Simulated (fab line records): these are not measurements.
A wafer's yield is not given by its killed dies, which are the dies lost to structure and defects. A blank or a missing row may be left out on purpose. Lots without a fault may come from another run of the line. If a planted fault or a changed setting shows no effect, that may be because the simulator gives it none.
fab line records	flow n5-finfet
record lots=24	wafers=72	last-day=18
route steps=1938 shown BEOL_M3@1009 BEOL_M4@1022 BEOL_M5@1137
lots with no fault: from the same line, run without faults
start-h: start of the lot's first displayed wafer, in hours after the record's first day	wait-h: hours since the lot's step before	" the same as in the row above	L1.1+2: a single row standing in for several wafers	- no value, or no start given	* or withheld: withheld	< > ~ a bound
route shown NAME@n: NAME is a module with steps in the file, n the number in the route of the first one	usual: average and standard deviation across the fault-free wafers	same: alike in all rows	chamber/n: place in a boat	sites: readings site by site	_std_site: the values' standard deviation	_edge_site: mean of outer sites minus mean of inner sites	radius-mm: for every site, how far away it sits from the centre of the wafer	mask NAME#n: copy n	behind: tool/chamber where the wafer was last shaped	hold: why the lot was held/for how many hours/how that ended	device: the n, p or np transistor that did not switch	end of line: the same wafers' tests at the end of the route	for a step that has no rows: nothing shown but its recipe	killed: not the wafer's yield, but the dies lost to structure and defects at the first sort	map: a wafer's dies, marking killed ones x, the rest . and places with no die _
set.NAME: the run value of the setting; set.NAME@STEP: its run value at that earlier step	model.NAME: the simulator's own value behind a step, which no gauge read
the route's steps for a sample of lots (tables are steps, rows are wafers)
services: from which hour (start-h, from the record's first day; less than 0 if before it) a tool's chamber was out of use, for how many hours, and why
## steps
# step N5_BEOL_M3_ANNEAL_95
# recipe temp-c=400	time-s=240	ambient=vacuum
# usual heater-power-w=846/65
lot.wafer	tool	chamber	start-h	wait-h	heater-power-w
L074.2	pvd-sputter-01	-	146.22	0.0	896
L074.4	"	-	"	"	734
L074.6	"	-	"	"	910
L075.1	pvd-sputter-03	-	157.42	0.0	903
L075.4	"	-	"	"	825
L075.6	"	-	"	"	794
L076.3	pvd-sputter-03	-	177.72	0.0	863
L076.5	"	-	"	"	805
L076.6	"	-	"	"	820
L077.2	pvd-sputter-03	-	184.26	0.0	917
L077.4	"	-	"	"	857
L077.5	"	-	"	"	927
L078.1	pvd-sputter-02	-	190.16	0.0	875
L078.3	"	-	"	"	777
L078.4	"	-	"	"	970
L080.2	pvd-sputter-03	-	198.16	0.0	811
L080.3	"	-	"	"	885
L080.6	"	-	"	"	893
L079.1	pvd-sputter-01	-	198.40	0.0	728
L079.3	"	-	"	"	914
L079.4	"	-	"	"	803
L082.4	pvd-sputter-02	-	203.09	0.0	966
L082.5	"	-	"	"	984
L082.6	"	-	"	"	883
L081.3	pvd-sputter-01	-	211.18	0.0	764
L081.5	"	-	"	"	892
L081.6	"	-	"	"	766
L085.2	pvd-sputter-01	-	216.76	0.0	745
L085.3	"	-	"	"	908
L085.5	"	-	"	"	880
L083.4	pvd-sputter-03	-	222.57	0.0	918
L083.5	"	-	"	"	796
L083.6	"	-	"	"	827
L084.3	pvd-sputter-01	-	228.28	0.0	915
L084.4	"	-	"	"	731
L084.5	"	-	"	"	737
L086.1	pvd-sputter-02	-	232.71	0.0	861
L086.3	"	-	"	"	963
L086.5	"	-	"	"	862
L088.2	pvd-sputter-01	-	236.70	0.0	784
L088.4	"	-	"	"	902
L088.5	"	-	"	"	730
L087.1	pvd-sputter-01	-	240.87	0.0	790
L087.3	"	-	"	"	887
L087.6	"	-	"	"	772
L089.4	pvd-sputter-03	-	245.36	0.0	861
L089.5	"	-	"	"	799
L089.6	"	-	"	"	869
L090.1	pvd-sputter-03	-	263.86	0.0	811
L090.3	"	-	"	"	809
L090.5	"	-	"	"	869
L091.3	pvd-sputter-01	-	265.74	0.0	883
L091.5	"	-	"	"	891
L091.6	"	-	"	"	891
L093.2	pvd-sputter-01	-	267.58	0.0	902
L093.3	"	-	"	"	908
L093.5	"	-	"	"	799
L092.2	pvd-sputter-03	-	270.75	0.0	824
L092.3	"	-	"	"	866
L092.6	"	-	"	"	823
L094.1	pvd-sputter-01	-	274.44	0.0	726
L094.5	"	-	"	"	900
L094.6	"	-	"	"	867
L095.1	pvd-sputter-03	-	303.32	0.0	910
L095.4	"	-	"	"	792
L095.5	"	-	"	"	801
L096.1	pvd-sputter-01	-	304.53	0.0	792
L096.2	"	-	"	"	898
L096.5	"	-	"	"	906
L097.2	pvd-sputter-02	-	306.65	0.0	998
L097.3	"	-	"	"	910
L097.5	"	-	"	"	995
# step N5_BEOL_M4_THK_MEAS_01
# recipe reads=SiOC_of_BEOL_M4_ILD_DEP_00
# usual M4_ILD_THK=79.0/1.1
lot.wafer	tool	chamber	start-h	wait-h	M4_ILD_THK[nm]
L074.2	film-metro-02	-	147.54	0.1	78.3
L074.4	"	-	"	"	80.7
L074.6	"	-	"	"	79.7
L075.1	film-metro-01	-	158.74	0.0	78.8
L075.4	"	-	"	"	80.1
L075.6	"	-	"	"	78.4
L076.3	film-metro-02	-	179.04	0.1	75.6
L076.5	"	-	"	"	79.3
L076.6	"	-	"	"	78.8
L077.2	film-metro-02	-	185.58	0.1	78.2
L077.4	"	-	"	"	80.2
L077.5	"	-	"	"	81.7
L078.1	film-metro-01	-	191.55	0.0	79.0
L078.3	"	-	"	"	77.8
L078.4	"	-	"	"	80.3
L080.2	film-metro-02	-	199.47	0.1	78.5
L080.3	"	-	"	"	76.0
L080.6	"	-	"	"	79.4
L079.1	film-metro-02	-	199.72	0.0	78.2
L079.3	"	-	"	"	78.9
L079.4	"	-	"	"	78.8
L082.4	film-metro-02	-	204.41	0.0	80.2
L082.5	"	-	"	"	81.4
L082.6	"	-	"	"	79.2
L081.3	film-metro-01	-	212.52	0.1	78.5
L081.5	"	-	"	"	80.2
L081.6	"	-	"	"	78.3
L085.2	film-metro-01	-	218.23	0.1	77.5
L085.3	"	-	"	"	78.1
L085.5	"	-	"	"	80.7
L083.4	film-metro-01	-	224.15	0.0	79.4
L083.5	"	-	"	"	80.0
L083.6	"	-	"	"	79.7
L084.3	film-metro-02	-	229.85	0.1	78.6
L084.4	"	-	"	"	80.6
L084.5	"	-	"	"	80.4
L086.1	film-metro-01	-	234.02	0.0	78.6
L086.3	"	-	"	"	77.9
L086.5	"	-	"	"	78.9
L088.2	film-metro-01	-	238.02	0.1	79.4
L088.4	"	-	"	"	80.1
L088.5	"	-	"	"	80.4
L087.1	film-metro-01	-	242.21	0.0	78.5
L087.3	"	-	"	"	78.4
L087.6	"	-	"	"	78.9
L089.4	film-metro-02	-	246.70	0.1	80.3
L089.5	"	-	"	"	80.4
L089.6	"	-	"	"	79.7
L090.1	film-metro-01	-	265.22	0.0	77.6
L090.3	"	-	"	"	77.0
L090.5	"	-	"	"	79.7
L091.3	film-metro-02	-	267.08	0.1	78.2
L091.5	"	-	"	"	80.5
L091.6	"	-	"	"	81.4
L093.2	film-metro-02	-	269.05	0.1	78.5
L093.3	"	-	"	"	78.6
L093.5	"	-	"	"	80.1
L092.2	film-metro-02	-	272.10	0.1	77.6
L092.3	"	-	"	"	79.3
L092.6	"	-	"	"	79.1
L094.1	film-metro-01	-	275.76	0.0	78.5
L094.5	"	-	"	"	80.4
L094.6	"	-	"	"	79.5
L095.1	film-metro-01	-	305.12	0.0	79.1
L095.4	"	-	"	"	79.1
L095.5	"	-	"	"	77.8
L096.1	film-metro-02	-	306.34	0.0	76.9
L096.2	"	-	"	"	78.8
L096.5	"	-	"	"	78.7
L097.2	film-metro-01	-	307.97	0.1	77.0
L097.3	"	-	"	"	78.2
L097.5	"	-	"	"	79.9
# step N5_BEOL_M4_CD_MEAS_35
# recipe target-cd-nm=18	target-cd-y-nm=22.4	polarity=opening
# usual cd-nm=18.0/0.35
lot.wafer	tool	chamber	start-h	wait-h	cd-nm
L074.2	cd-sem-01	-	154.89	0.0	17.8
L074.4	"	-	"	"	17.3
L074.6	"	-	"	"	17.5
L075.1	cd-sem-01	-	184.60	0.0	18.0
L075.4	"	-	"	"	18.5
L075.6	"	-	"	"	18.2
L076.3	cd-sem-01	-	187.08	0.0	17.9
L076.5	"	-	"	"	18.2
L076.6	"	-	"	"	18.0
L077.2	cd-sem-01	-	190.74	0.0	17.7
L077.4	"	-	"	"	18.6
L077.5	"	-	"	"	17.7
L078.1	cd-sem-01	-	198.60	0.0	17.8
L078.3	"	-	"	"	18.0
L078.4	"	-	"	"	17.6
L080.2	cd-sem-02	-	210.63	0.0	17.8
L080.3	"	-	"	"	17.6
L080.6	"	-	"	"	17.6
L079.1	cd-sem-02	-	214.19	0.0	17.9
L079.3	"	-	"	"	17.6
L079.4	"	-	"	"	18.0
L082.4	cd-sem-01	-	214.67	0.0	18.2
L082.5	"	-	"	"	18.7
L082.6	"	-	"	"	18.2
L081.3	cd-sem-03	-	219.74	0.0	18.2
L081.5	"	-	"	"	17.5
L081.6	"	-	"	"	18.7
L085.2	cd-sem-03	-	223.27	0.0	18.0
L085.3	"	-	"	"	18.3
L085.5	"	-	"	"	18.6
L083.4	cd-sem-02	-	238.44	0.0	18.1
L083.5	"	-	"	"	18.3
L083.6	"	-	"	"	18.4
L084.3	cd-sem-01	-	238.47	0.0	17.7
L084.4	"	-	"	"	17.9
L084.5	"	-	"	"	17.7
L086.1	cd-sem-01	-	243.83	0.0	17.4
L086.3	"	-	"	"	17.6
L086.5	"	-	"	"	18.0
L088.2	cd-sem-02	-	246.12	0.0	17.9
L088.4	"	-	"	"	18.2
L088.5	"	-	"	"	17.7
L087.1	cd-sem-03	-	246.24	0.0	17.9
L087.3	"	-	"	"	18.4
L087.6	"	-	"	"	18.2
L089.4	cd-sem-01	-	260.62	0.0	17.6
L089.5	"	-	"	"	17.4
L089.6	"	-	"	"	17.7
L090.1	cd-sem-01	-	271.40	0.0	17.5
L090.3	"	-	"	"	17.5
L090.5	"	-	"	"	17.7
L091.3	cd-sem-01	-	275.84	0.0	18.0
L091.5	"	-	"	"	18.5
L091.6	"	-	"	"	18.5
L093.2	cd-sem-01	-	276.11	0.0	17.8
L093.3	"	-	"	"	17.9
L093.5	"	-	"	"	17.9
L092.2	cd-sem-01	-	282.76	0.0	17.8
L092.3	"	-	"	"	18.0
L092.6	"	-	"	"	17.6
L094.1	cd-sem-03	-	282.79	0.0	18.5
L094.5	"	-	"	"	17.6
L094.6	"	-	"	"	17.8
L095.1	cd-sem-03	-	312.72	0.0	18.7
L095.4	"	-	"	"	18.3
L095.5	"	-	"	"	17.7
L097.2	cd-sem-01	-	312.75	0.0	18.8
L097.3	"	-	"	"	18.4
L097.5	"	-	"	"	18.7
L096.1	cd-sem-03	-	315.69	0.0	17.8
L096.2	"	-	"	"	18.1
L096.5	"	-	"	"	18.0
# step N5_BEOL_M4_SURFACE_TREAT_85
# recipe gas=Ar	time-s=*	ion-energy-ev=*	ion-current-ma-cm2=0.5	pressure-mtorr=*	ar-flow-sccm=30
# usual pressure-mtorr=*	throttle-valve-pct=*
lot.wafer	tool	chamber	start-h	wait-h	pressure-mtorr	throttle-valve-pct
L074.2	pvd-sputter-02	-	156.06	0.4	*	*
L074.4	"	-	"	"	*	*
L074.6	"	-	"	"	*	*
L075.1	pvd-sputter-03	-	185.04	0.1	*	*
L075.4	"	-	"	"	*	*
L075.6	"	-	"	"	*	*
L076.3	pvd-sputter-01	-	188.04	0.3	*	*
L076.5	"	-	"	"	*	*
L076.6	"	-	"	"	*	*
L077.2	pvd-sputter-01	-	191.68	0.3	*	*
L077.4	"	-	"	"	*	*
L077.5	"	-	"	"	*	*
L078.1	pvd-sputter-03	-	199.58	0.2	*	*
L078.3	"	-	"	"	*	*
L078.4	"	-	"	"	*	*
L080.2	pvd-sputter-01	-	211.96	0.3	*	*
L080.3	"	-	"	"	*	*
L080.6	"	-	"	"	*	*
L079.1	pvd-sputter-03	-	214.85	0.2	*	*
L079.3	"	-	"	"	*	*
L079.4	"	-	"	"	*	*
L082.4	pvd-sputter-03	-	215.07	0.2	*	*
L082.5	"	-	"	"	*	*
L082.6	"	-	"	"	*	*
L081.3	pvd-sputter-03	-	220.28	0.1	*	*
L081.5	"	-	"	"	*	*
L081.6	"	-	"	"	*	*
L085.2	pvd-sputter-01	-	224.07	0.2	*	*
L085.3	"	-	"	"	*	*
L085.5	"	-	"	"	*	*
L083.4	pvd-sputter-03	-	239.11	0.1	*	*
L083.5	"	-	"	"	*	*
L083.6	"	-	"	"	*	*
L084.3	pvd-sputter-01	-	239.17	0.1	*	*
L084.4	"	-	"	"	*	*
L084.5	"	-	"	"	*	*
L086.1	pvd-sputter-02	-	244.50	0.2	*	*
L086.3	"	-	"	"	*	*
L086.5	"	-	"	"	*	*
L088.2	pvd-sputter-03	-	246.89	0.2	*	*
L088.4	"	-	"	"	*	*
L088.5	"	-	"	"	*	*
L087.1	pvd-sputter-02	-	246.97	0.1	*	*
L087.3	"	-	"	"	*	*
L087.6	"	-	"	"	*	*
L089.4	pvd-sputter-03	-	261.28	0.1	*	*
L089.5	"	-	"	"	*	*
L089.6	"	-	"	"	*	*
L090.1	pvd-sputter-01	-	272.78	0.2	*	*
L090.3	"	-	"	"	*	*
L090.5	"	-	"	"	*	*
L091.3	pvd-sputter-02	-	276.59	0.3	*	*
L091.5	"	-	"	"	*	*
L091.6	"	-	"	"	*	*
L093.2	pvd-sputter-01	-	278.02	1.1	*	*
L093.3	"	-	"	"	*	*
L093.5	"	-	"	"	*	*
L092.2	pvd-sputter-03	-	283.46	0.1	*	*
L092.3	"	-	"	"	*	*
L092.6	"	-	"	"	*	*
L094.1	pvd-sputter-01	-	283.46	0.1	*	*
L094.5	"	-	"	"	*	*
L094.6	"	-	"	"	*	*
L095.1	pvd-sputter-03	-	313.14	0.1	*	*
L095.4	"	-	"	"	*	*
L095.5	"	-	"	"	*	*
L097.2	pvd-sputter-01	-	313.36	0.2	*	*
L097.3	"	-	"	"	*	*
L097.5	"	-	"	"	*	*
L096.1	pvd-sputter-03	-	316.54	0.2	*	*
L096.2	"	-	"	"	*	*
L096.5	"	-	"	"	*	*
# step N5_BEOL_M4_ANNEAL_89
# recipe temp-c=400	time-s=240	ambient=vacuum
# usual heater-power-w=855/76
lot.wafer	tool	chamber	start-h	wait-h	heater-power-w
L074.2	pvd-sputter-01	-	157.88	0.0	742
L074.4	"	-	"	"	781
L074.6	"	-	"	"	914
L075.1	pvd-sputter-03	-	186.22	0.0	871
L075.4	"	-	"	"	919
L075.6	"	-	"	"	798
L076.3	pvd-sputter-01	-	189.22	0.0	753
L076.5	"	-	"	"	752
L076.6	"	-	"	"	914
L077.2	pvd-sputter-02	-	193.00	0.0	884
L077.4	"	-	"	"	886
L077.5	"	-	"	"	863
L078.1	pvd-sputter-03	-	200.92	0.0	800
L078.3	"	-	"	"	812
L078.4	"	-	"	"	928
L080.2	pvd-sputter-02	-	213.15	0.0	879
L080.3	"	-	"	"	933
L080.6	"	-	"	"	903
L079.1	pvd-sputter-02	-	216.09	0.0	752
L079.3	"	-	"	"	913
L079.4	"	-	"	"	866
L082.4	pvd-sputter-03	-	216.58	0.0	854
L082.5	"	-	"	"	808
L082.6	"	-	"	"	825
L081.3	pvd-sputter-02	-	221.50	0.0	1025
L081.5	"	-	"	"	897
L081.6	"	-	"	"	754
L085.2	pvd-sputter-01	-	225.34	0.0	898
L085.3	"	-	"	"	892
L085.5	"	-	"	"	747
L083.4	pvd-sputter-03	-	240.43	0.0	792
L083.5	"	-	"	"	899
L083.6	"	-	"	"	865
L084.3	pvd-sputter-01	-	242.05	0.0	876
L084.4	"	-	"	"	785
L084.5	"	-	"	"	904
L086.1	pvd-sputter-02	-	246.09	0.0	981
L086.3	"	-	"	"	768
L086.5	"	-	"	"	971
L088.2	pvd-sputter-01	-	248.09	0.0	911
L088.4	"	-	"	"	886
L088.5	"	-	"	"	897
L087.1	pvd-sputter-02	-	248.22	0.0	872
L087.3	"	-	"	"	767
L087.6	"	-	"	"	968
L089.4	pvd-sputter-02	-	262.46	0.0	845
L089.5	"	-	"	"	867
L089.6	"	-	"	"	1001
L090.1	pvd-sputter-02	-	274.05	0.0	877
L090.3	"	-	"	"	764
L090.5	"	-	"	"	901
L091.3	pvd-sputter-02	-	277.85	0.0	870
L091.5	"	-	"	"	902
L091.6	"	-	"	"	772
L093.2	pvd-sputter-01	-	279.26	0.0	926
L093.3	"	-	"	"	873
L093.5	"	-	"	"	914
L092.2	pvd-sputter-01	-	284.70	0.0	737
L092.3	"	-	"	"	891
L092.6	"	-	"	"	740
L094.1	pvd-sputter-03	-	284.81	0.0	824
L094.5	"	-	"	"	819
L094.6	"	-	"	"	864
L095.1	pvd-sputter-03	-	314.46	0.0	865
L095.4	"	-	"	"	802
L095.5	"	-	"	"	802
L097.2	pvd-sputter-01	-	316.20	0.0	906
L097.3	"	-	"	"	883
L097.5	"	-	"	"	801
L096.1	pvd-sputter-02	-	317.79	0.0	739
L096.2	"	-	"	"	973
L096.5	"	-	"	"	767
# step N5_BEOL_M5_STRIP_19
# recipe chemistry=O2	power-w=400	temp-c=40	pressure-mtorr=30	rf-frequency-hz=6e+07	bias-power-w=0	overash-fraction=0.2	o2-flow-sccm=225
# usual chamber-pressure-mTorr=29.999/0.027	drypump-motor-current-A=5.7/0.37	oes-product-au=0.79/0.092	rf-vpp-V=3.7/0.49	showerhead-plenum-p-Torr=2.08/0.072	throttle-valve-pct=16.63/0.25
lot.wafer	tool	chamber	start-h	wait-h	chamber-pressure-mTorr	drypump-motor-current-A	oes-product-au	rf-hours-counter-h	rf-vpp-V	showerhead-plenum-p-Torr	throttle-valve-pct
L074.2	rie-diel-03	3	163.36	0.1	29.980	5.5	0.71	180	2.6	2.18	16.69
L074.4	"	0	"	"	29.972	5.9	0.87	-	3.8	2.03	16.34
L074.6	"	1	"	"	29.985	5.7	0.78	-	3.7	2.09	16.43
L075.1	rie-diel-04	1	191.47	0.1	29.962	5.2	0.68	240	3.9	2.16	16.89
L075.4	"	3	"	"	30.038	6.3	0.88	52	4.2	2.24	16.73
L075.6	"	2	"	"	29.959	5.8	0.74	-	4.0	2.07	16.56
L076.3	rie-diel-02	2	195.74	0.1	29.980	5.9	0.77	144	3.4	2.10	16.90
L076.5	"	3	"	"	29.986	4.9	0.73	-	3.9	2.01	17.13
L076.6	"	0	"	"	30.013	5.7	0.99	-	3.7	2.15	16.39
L077.2	rie-diel-03	0	199.53	0.2	29.969	5.9	0.84	59	4.5	2.02	16.39
L077.4	"	2	"	"	30.012	6.0	0.76	172	4.3	2.00	16.73
L077.5	"	1	"	"	30.040	5.7	0.77	-	4.0	2.09	16.45
L078.1	rie-diel-02	3	205.98	0.1	29.956	4.9	0.72	211	3.8	2.00	17.12
L078.3	"	0	"	"	30.000	5.7	0.96	5	3.1	2.15	16.38
L078.4	"	0	"	"	29.984	5.7	0.94	-	3.8	2.15	16.38
L080.2	rie-diel-02	0	218.96	0.1	29.954	5.7	0.94	10	3.5	2.14	16.39
L080.3	"	3	"	"	30.009	4.9	0.71	216	3.2	2.00	17.13
L080.6	"	0	"	"	29.967	5.7	0.94	-	3.8	2.14	16.40
L079.1	rie-diel-03	1	220.99	0.1	29.988	5.7	0.76	155	4.6	2.09	16.46
L079.3	"	2	"	"	29.977	6.0	0.75	178	4.2	2.00	16.74
L079.4	"	3	"	"	30.011	5.5	0.69	197	3.5	2.17	16.73
L082.4	rie-diel-02	1	224.23	0.1	29.972	6.3	1.00	1	3.1	2.03	16.19
L082.5	"	1	"	"	30.004	6.3	0.99	-	3.5	2.04	16.19
L082.6	"	0	"	"	29.988	5.7	0.94	-	3.8	2.14	16.39
L081.3	rie-diel-02	0	229.00	0.1	30.016	5.7	0.94	12	3.8	2.14	16.39
L081.5	"	0	"	"	30.019	5.7	0.94	-	3.5	2.14	16.40
L081.6	"	1	"	"	30.045	6.3	0.99	-	3.4	2.03	16.17
L085.2	rie-diel-04	2	229.98	0.1	30.000	5.8	0.73	177	4.4	2.06	16.60
L085.3	"	0	"	"	30.009	5.5	0.69	230	3.5	1.97	16.83
L085.5	"	0	"	"	29.959	5.5	0.69	-	3.9	1.97	16.86
L083.4	rie-diel-02	0	245.06	0.1	30.055	5.6	0.91	17	4.0	2.14	16.38
L083.5	"	1	"	"	30.004	6.4	0.96	-	4.0	2.03	16.19
L083.6	"	2	"	"	30.007	5.8	0.75	-	2.9	2.09	16.91
L084.3	rie-diel-02	1	247.30	0.1	29.995	6.4	0.96	8	3.7	2.03	16.21
L084.4	"	0	"	"	30.009	5.7	0.92	18	4.1	2.14	16.41
L084.5	"	1	"	"	30.038	6.3	0.96	-	3.7	2.03	16.19
L086.1	rie-diel-03	0	251.40	0.1	30.009	5.9	0.83	72	4.9	2.02	16.38
L086.3	"	2	"	"	30.026	6.0	0.74	186	3.0	1.99	16.75
L086.5	"	1	"	"	29.950	5.7	0.75	-	3.4	2.08	16.48
L088.2	rie-diel-03	1	253.09	0.1	30.018	5.7	0.76	163	4.3	2.08	16.47
L088.4	"	3	"	"	30.015	5.5	0.68	205	4.8	2.17	16.74
L088.5	"	2	"	"	30.002	6.1	0.75	-	2.7	1.99	16.75
L087.1	rie-diel-03	3	253.37	0.2	30.019	5.5	0.69	205	3.7	2.17	16.74
L087.3	"	1	"	"	29.999	5.7	0.76	163	3.8	2.08	16.45
L087.6	"	1	"	"	30.004	5.7	0.76	-	2.8	2.08	16.48
L089.4	rie-diel-04	3	267.88	0.3	30.030	6.3	0.84	75	3.0	2.23	16.78
L089.5	"	3	"	"	29.938	6.2	0.84	-	3.9	2.23	16.77
L089.6	"	0	"	"	29.999	5.5	0.68	-	3.1	1.97	16.88
L090.1	rie-diel-03	0	279.07	0.1	30.024	5.9	0.82	80	3.3	2.02	16.40
L090.3	"	3	"	"	29.992	5.6	0.68	213	3.9	2.16	16.76
L090.5	"	2	"	"	30.010	6.0	0.74	-	4.0	1.99	16.78
L091.3	rie-diel-04	1	283.96	0.1	29.923	5.2	0.96	7	4.4	2.16	16.42
L091.5	"	2	"	"	29.952	5.8	0.71	-	3.9	2.06	16.63
L091.6	"	3	"	"	29.970	6.3	0.83	-	3.4	2.23	16.77
L093.2	rie-diel-03	0	284.46	0.1	29.953	5.9	0.82	82	4.0	2.02	16.41
L093.3	"	3	"	"	30.001	5.5	0.68	215	3.7	2.16	16.75
L093.5	"	1	"	"	30.000	5.7	0.75	-	3.0	2.08	16.48
L092.2	rie-diel-03	0	292.82	0.3	30.032	5.9	0.82	84	3.9	2.02	16.40
L092.3	"	2	"	"	30.040	6.1	0.74	198	4.3	1.99	16.77
L092.6	"	0	"	"	30.023	5.9	0.83	-	3.3	2.02	16.40
L094.1	rie-diel-04	1	293.53	0.2	30.002	5.2	0.94	11	3.7	2.16	16.43
L094.5	"	1	"	"	30.016	5.2	0.94	-	3.2	2.16	16.44
L094.6	"	2	"	"	30.014	5.8	0.71	-	3.1	2.06	16.63
L095.1	rie-diel-02	0	319.96	0.2	29.984	5.7	0.88	38	4.2	2.13	16.44
L095.4	"	2	"	"	30.001	5.9	0.72	187	3.4	2.08	16.94
L095.5	"	2	"	"	29.996	5.8	0.73	-	3.4	2.08	16.95
L097.2	rie-diel-03	3	320.89	0.1	30.016	5.5	0.67	226	3.4	2.16	16.78
L097.3	"	2	"	"	30.005	6.0	0.73	207	3.6	1.99	16.78
L097.5	"	2	"	"	30.026	6.0	0.73	-	3.4	1.99	16.80
L096.1	rie-diel-03	1	324.33	0.2	29.979	5.7	0.74	184	3.4	2.08	16.52
L096.2	"	0	"	"	29.997	5.9	0.81	93	3.7	2.01	16.44
L096.5	"	1	"	"	29.961	5.7	0.74	-	3.9	2.08	16.49
## services
tool	chamber	start-h	hours	kind
pvd-sputter-02	-	162.27	23.5	repair
rie-diel-02	0	174.77	-	clean
rie-diel-02	0	174.77	-	consumable-replace:focus-ring
rie-diel-02	0	174.77	19.6	scheduled-down
rie-diel-02	0	174.77	19.6	vent-cycle
rie-diel-04	0	176.83	7.2	repair
rie-diel-02	1	194.32	-	clean
rie-diel-02	1	194.32	-	consumable-replace:focus-ring
rie-diel-02	1	194.32	25.5	scheduled-down
rie-diel-02	1	194.32	25.5	vent-cycle
rie-diel-04	0	204.06	8.8	repair
rie-diel-04	1	225.88	-	clean
rie-diel-04	1	225.88	-	consumable-replace:focus-ring
rie-diel-04	1	225.88	31.8	scheduled-down
rie-diel-04	1	225.88	31.8	vent-cycle
rie-diel-02	1	257.11	6.0	repair
rie-diel-04	0	284.54	18.3	repair
rie-diel-02	3	293.80	6.4	repair
rie-diel-04	0	307.97	-	clean
rie-diel-04	0	307.97	-	consumable-replace:focus-ring
rie-diel-04	0	307.97	-	consumable-replace:showerhead
rie-diel-04	0	307.97	12.6	scheduled-down
pvd-sputter-02	-	310.46	4.5	repair
rie-diel-03	0	318.87	4.7	repair
## key
fault none
